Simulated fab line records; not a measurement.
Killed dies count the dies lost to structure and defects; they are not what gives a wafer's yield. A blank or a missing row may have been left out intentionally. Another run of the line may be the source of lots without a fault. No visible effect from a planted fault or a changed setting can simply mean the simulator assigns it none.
Lot-split experiment || flow n5-finfet || route with 1938 steps; 7 lots, 39 wafers read

== ABOUT THE SPLIT ==
At N5_MOL_CONTACT_COAG_ETCH_15 (etches SiNx in CH3F/O2, stops on Si:P, target depth 7 nm), the setting target-depth-a was moved away from the recipe's 70 angstrom on 12 of the 39 wafers read, by -54.2% to +38.1%. For the rest of the wafers, this setting stayed at what the recipe calls for.

Between the split and the reading, the file records no step.

== THE READING ==
SOC_of_MOL_CONTACT_COAG_COAT_103.thk-nm (the simulator's own value, which no gauge read), in nm, at N5_MOL_CONTACT_COAG_ETCH_110 (etches Si in CF4/O2, target depth 2.5 nm, time 8 s). No usual value for it is given in the file. Average 73.7 nm, standard deviation 0.27 nm, over the 27 wafers here run with the recipe.

{"wafer": "L077.1", "tool, chamber at the split": "rie-diel-01, 2,3", "target-depth-a as run, angstrom": 70, "against the recipe": "recipe", "SOC_of_MOL_CONTACT_COAG_COAT_103.thk-nm, nm": 73.4, "against lot-mates on the recipe": "-"}
{"wafer": "L077.6", "tool, chamber at the split": "rie-diel-01, 1", "target-depth-a as run, angstrom": 70, "against the recipe": "recipe", "SOC_of_MOL_CONTACT_COAG_COAT_103.thk-nm, nm": 73.4, "against lot-mates on the recipe": "-"}
{"wafer": "L077.2", "tool, chamber at the split": "rie-diel-01, 2,3", "target-depth-a as run, angstrom": 70, "against the recipe": "recipe", "SOC_of_MOL_CONTACT_COAG_COAT_103.thk-nm, nm": 73.2, "against lot-mates on the recipe": "-"}
{"wafer": "L077.3", "tool, chamber at the split": "rie-diel-01, 1", "target-depth-a as run, angstrom": 96.64, "against the recipe": "+38.1%", "SOC_of_MOL_CONTACT_COAG_COAT_103.thk-nm, nm": 71.8, "against lot-mates on the recipe": -1.5}
{"wafer": "L077.4", "tool, chamber at the split": "rie-diel-01, 2", "target-depth-a as run, angstrom": 96.64, "against the recipe": "+38.1%", "SOC_of_MOL_CONTACT_COAG_COAT_103.thk-nm, nm": 72.2, "against lot-mates on the recipe": -1.1}
{"wafer": "L077.5", "tool, chamber at the split": "rie-diel-01, 3", "target-depth-a as run, angstrom": 96.64, "against the recipe": "+38.1%", "SOC_of_MOL_CONTACT_COAG_COAT_103.thk-nm, nm": 72.2, "against lot-mates on the recipe": -1.1}
{"wafer": "L079.1", "tool, chamber at the split": "rie-diel-06, 0", "target-depth-a as run, angstrom": 81.62, "against the recipe": "+16.6%", "SOC_of_MOL_CONTACT_COAG_COAT_103.thk-nm, nm": 73, "against lot-mates on the recipe": -0.4}
{"wafer": "L079.5", "tool, chamber at the split": "rie-diel-06, 1,0", "target-depth-a as run, angstrom": 81.62, "against the recipe": "+16.6%", "SOC_of_MOL_CONTACT_COAG_COAT_103.thk-nm, nm": 73, "against lot-mates on the recipe": -0.4}
{"wafer": "L079.6", "tool, chamber at the split": "rie-diel-06, 1,0", "target-depth-a as run, angstrom": 81.62, "against the recipe": "+16.6%", "SOC_of_MOL_CONTACT_COAG_COAT_103.thk-nm, nm": 73, "against lot-mates on the recipe": -0.4}
{"wafer": "L079.2", "tool, chamber at the split": "rie-diel-06, 3,1", "target-depth-a as run, angstrom": 70, "against the recipe": "recipe", "SOC_of_MOL_CONTACT_COAG_COAT_103.thk-nm, nm": 73.4, "against lot-mates on the recipe": "-"}
{"wafer": "L079.3", "tool, chamber at the split": "rie-diel-06, 3,1", "target-depth-a as run, angstrom": 70, "against the recipe": "recipe", "SOC_of_MOL_CONTACT_COAG_COAT_103.thk-nm, nm": 73.6, "against lot-mates on the recipe": "-"}
{"wafer": "L079.4", "tool, chamber at the split": "rie-diel-06, 2", "target-depth-a as run, angstrom": 70, "against the recipe": "recipe", "SOC_of_MOL_CONTACT_COAG_COAT_103.thk-nm, nm": 73.2, "against lot-mates on the recipe": "-"}
{"wafer": "L082.1", "tool, chamber at the split": "rie-diel-05, 0,2", "target-depth-a as run, angstrom": 32.03, "against the recipe": "-54.2%", "SOC_of_MOL_CONTACT_COAG_COAT_103.thk-nm, nm": 75.8, "against lot-mates on the recipe": "+1.9"}
{"wafer": "L082.2", "tool, chamber at the split": "rie-diel-05, 2", "target-depth-a as run, angstrom": 32.03, "against the recipe": "-54.2%", "SOC_of_MOL_CONTACT_COAG_COAT_103.thk-nm, nm": 75.4, "against lot-mates on the recipe": "+1.5"}
{"wafer": "L082.3", "tool, chamber at the split": "rie-diel-05, 1", "target-depth-a as run, angstrom": 70, "against the recipe": "recipe", "SOC_of_MOL_CONTACT_COAG_COAT_103.thk-nm, nm": 73.8, "against lot-mates on the recipe": "-"}
{"wafer": "L082.4", "tool, chamber at the split": "rie-diel-05, 3", "target-depth-a as run, angstrom": 70, "against the recipe": "recipe", "SOC_of_MOL_CONTACT_COAG_COAT_103.thk-nm, nm": 73.8, "against lot-mates on the recipe": "-"}
{"wafer": "L082.5", "tool, chamber at the split": "rie-diel-05, 3", "target-depth-a as run, angstrom": 70, "against the recipe": "recipe", "SOC_of_MOL_CONTACT_COAG_COAT_103.thk-nm, nm": 74, "against lot-mates on the recipe": "-"}
{"wafer": "L082.6", "tool, chamber at the split": "rie-diel-05, 0,2", "target-depth-a as run, angstrom": 32.03, "against the recipe": "-54.2%", "SOC_of_MOL_CONTACT_COAG_COAT_103.thk-nm, nm": 75.6, "against lot-mates on the recipe": "+1.7"}
{"wafer": "L088.1", "tool, chamber at the split": "rie-diel-06, 2,0,1,1,0", "target-depth-a as run, angstrom": 70, "against the recipe": "recipe", "SOC_of_MOL_CONTACT_COAG_COAT_103.thk-nm, nm": 73.8, "against lot-mates on the recipe": "-"}
{"wafer": "L088.3", "tool, chamber at the split": "rie-diel-06, 2,0,1,1,0", "target-depth-a as run, angstrom": 70, "against the recipe": "recipe", "SOC_of_MOL_CONTACT_COAG_COAT_103.thk-nm, nm": 73.8, "against lot-mates on the recipe": "-"}
{"wafer": "L088.4", "tool, chamber at the split": "rie-diel-06, 2", "target-depth-a as run, angstrom": 70, "against the recipe": "recipe", "SOC_of_MOL_CONTACT_COAG_COAT_103.thk-nm, nm": 73.8, "against lot-mates on the recipe": "-"}
{"wafer": "L088.2", "tool, chamber at the split": "rie-diel-06, 2,0,1,1,0", "target-depth-a as run, angstrom": 70, "against the recipe": "recipe", "SOC_of_MOL_CONTACT_COAG_COAT_103.thk-nm, nm": 74, "against lot-mates on the recipe": "-"}
{"wafer": "L088.5", "tool, chamber at the split": "rie-diel-06, 2,0,1,1,0", "target-depth-a as run, angstrom": 70, "against the recipe": "recipe", "SOC_of_MOL_CONTACT_COAG_COAT_103.thk-nm, nm": 74, "against lot-mates on the recipe": "-"}
{"wafer": "L088.6", "tool, chamber at the split": "rie-diel-06, 2,0,1,1,0", "target-depth-a as run, angstrom": 70, "against the recipe": "recipe", "SOC_of_MOL_CONTACT_COAG_COAT_103.thk-nm, nm": 74, "against lot-mates on the recipe": "-"}
{"wafer": "L089.1", "tool, chamber at the split": "rie-diel-05, 2", "target-depth-a as run, angstrom": 70, "against the recipe": "recipe", "SOC_of_MOL_CONTACT_COAG_COAT_103.thk-nm, nm": 73.4, "against lot-mates on the recipe": "-"}
{"wafer": "L089.2", "tool, chamber at the split": "rie-diel-05, 3", "target-depth-a as run, angstrom": 70, "against the recipe": "recipe", "SOC_of_MOL_CONTACT_COAG_COAT_103.thk-nm, nm": 73.4, "against lot-mates on the recipe": "-"}
{"wafer": "L089.3", "tool, chamber at the split": "rie-diel-05, 0", "target-depth-a as run, angstrom": 70, "against the recipe": "recipe", "SOC_of_MOL_CONTACT_COAG_COAT_103.thk-nm, nm": 73.6, "against lot-mates on the recipe": "-"}
{"wafer": "L089.4", "tool, chamber at the split": "rie-diel-05, 1,3", "target-depth-a as run, angstrom": 44.37, "against the recipe": "-36.6%", "SOC_of_MOL_CONTACT_COAG_COAT_103.thk-nm, nm": 74.8, "against lot-mates on the recipe": "+1.3"}
{"wafer": "L089.5", "tool, chamber at the split": "rie-diel-05, 2", "target-depth-a as run, angstrom": 44.37, "against the recipe": "-36.6%", "SOC_of_MOL_CONTACT_COAG_COAT_103.thk-nm, nm": 74.6, "against lot-mates on the recipe": "+1.1"}
{"wafer": "L089.6", "tool, chamber at the split": "rie-diel-05, 1,3", "target-depth-a as run, angstrom": 44.37, "against the recipe": "-36.6%", "SOC_of_MOL_CONTACT_COAG_COAT_103.thk-nm, nm": 75, "against lot-mates on the recipe": "+1.5"}
{"wafer": "L094.1", "tool, chamber at the split": "rie-diel-06, 3", "target-depth-a as run, angstrom": 70, "against the recipe": "recipe", "SOC_of_MOL_CONTACT_COAG_COAT_103.thk-nm, nm": 73.4, "against lot-mates on the recipe": "-"}
{"wafer": "L094.2", "tool, chamber at the split": "rie-diel-06, 2,0,1", "target-depth-a as run, angstrom": 70, "against the recipe": "recipe", "SOC_of_MOL_CONTACT_COAG_COAT_103.thk-nm, nm": 73.8, "against lot-mates on the recipe": "-"}
{"wafer": "L094.4", "tool, chamber at the split": "rie-diel-06, 1,0", "target-depth-a as run, angstrom": 70, "against the recipe": "recipe", "SOC_of_MOL_CONTACT_COAG_COAT_103.thk-nm, nm": 73.8, "against lot-mates on the recipe": "-"}
{"wafer": "L094.3", "tool, chamber at the split": "rie-diel-06, 1,0", "target-depth-a as run, angstrom": 70, "against the recipe": "recipe", "SOC_of_MOL_CONTACT_COAG_COAT_103.thk-nm, nm": 73.6, "against lot-mates on the recipe": "-"}
{"wafer": "L094.5", "tool, chamber at the split": "rie-diel-06, 2,0,1", "target-depth-a as run, angstrom": 70, "against the recipe": "recipe", "SOC_of_MOL_CONTACT_COAG_COAT_103.thk-nm, nm": 74, "against lot-mates on the recipe": "-"}
{"wafer": "L094.6", "tool, chamber at the split": "rie-diel-06, 2,0,1", "target-depth-a as run, angstrom": 70, "against the recipe": "recipe", "SOC_of_MOL_CONTACT_COAG_COAT_103.thk-nm, nm": 74, "against lot-mates on the recipe": "-"}
{"wafer": "L095.1", "tool, chamber at the split": "rie-diel-01, 2", "target-depth-a as run, angstrom": 70, "against the recipe": "recipe", "SOC_of_MOL_CONTACT_COAG_COAT_103.thk-nm, nm": 73.2, "against lot-mates on the recipe": "-"}
{"wafer": "L095.2", "tool, chamber at the split": "rie-diel-01, 1", "target-depth-a as run, angstrom": 70, "against the recipe": "recipe", "SOC_of_MOL_CONTACT_COAG_COAT_103.thk-nm, nm": 73.8, "against lot-mates on the recipe": "-"}
{"wafer": "L095.4", "tool, chamber at the split": "rie-diel-01, 3", "target-depth-a as run, angstrom": 70, "against the recipe": "recipe", "SOC_of_MOL_CONTACT_COAG_COAT_103.thk-nm, nm": 74, "against lot-mates on the recipe": "-"}
The file does not say which wafer passed through which chamber wherever a row lists several chambers: such a row stands for several wafers.

THE FIT
A straight line over all 39 wafers: SOC_of_MOL_CONTACT_COAG_COAT_103.thk-nm changes by -0.0366 nm for each +1% of target-depth-a; r = -0.95; the points scatter about the line by 0.26 nm.
The same after taking each lot's own level away (the mean of its wafers on the recipe; 39 wafers): -0.0328 nm for each +1%; r = -0.97; scatter 0.18 nm.
The reading moves by 1.8 nm for the largest change in target-depth-a, on that fit.
The lots' own levels span 73.33 to 73.90 nm, that is 2.1 times the standard deviation above.
In other words, the slope is changed by the lot-to-lot level; the two fits disagree.
Check: for one of the wafers moved furthest among these (-54.2%), held out of the fit, the line's prediction against its lot-mates is +1.77 nm. Against them it came out at +1.93 nm.

== ADDITIONAL SPLITS CARRIED BY THESE WAFERS ==
Note: prior to the reading, these wafers also went through further splits. Each is held against what the fit with the lots' levels taken away leaves over:
{"other split on the same wafers": "N5_FIN_SAQP_ETCH_65 time-s", "wafers away from the commonest value": 15, "r with SOC_of_MOL_CONTACT_COAG_COAT_103.thk-nm (lot level and that fit taken away)": "+0.27"}

== THE WHOLE CHAIN: every reading that the file lists as answering this split, in the file's order ==
{"step": "N5_MOL_CONTACT_COAG_ETCH_15", "what it does": "etches SiNx in CH3F/O2, stops on Si:P, target depth 7 nm", "reading": "SOC_of_MOL_CONTACT_COAG_COAT_103.thk-nm (the simulator's own value, which no gauge read)", "change (the file's fit)": "-0.0338 nm for each +1% of the setting", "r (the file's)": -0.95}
{"step": "N5_MOL_CONTACT_COAG_ETCH_110", "what it does": "etches Si in CF4/O2, target depth 2.5 nm, time 8 s", "reading": "SOC_of_MOL_CONTACT_COAG_COAT_103.thk-nm (the simulator's own value, which no gauge read)", "change (the file's fit)": "-0.0329 nm for each +1% of the setting", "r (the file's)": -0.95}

== FILE'S OWN FIT ==
SOC_of_MOL_CONTACT_COAG_COAT_103.thk-nm changes by -0.0329 nm for each +1% of target-depth-a, r = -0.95.
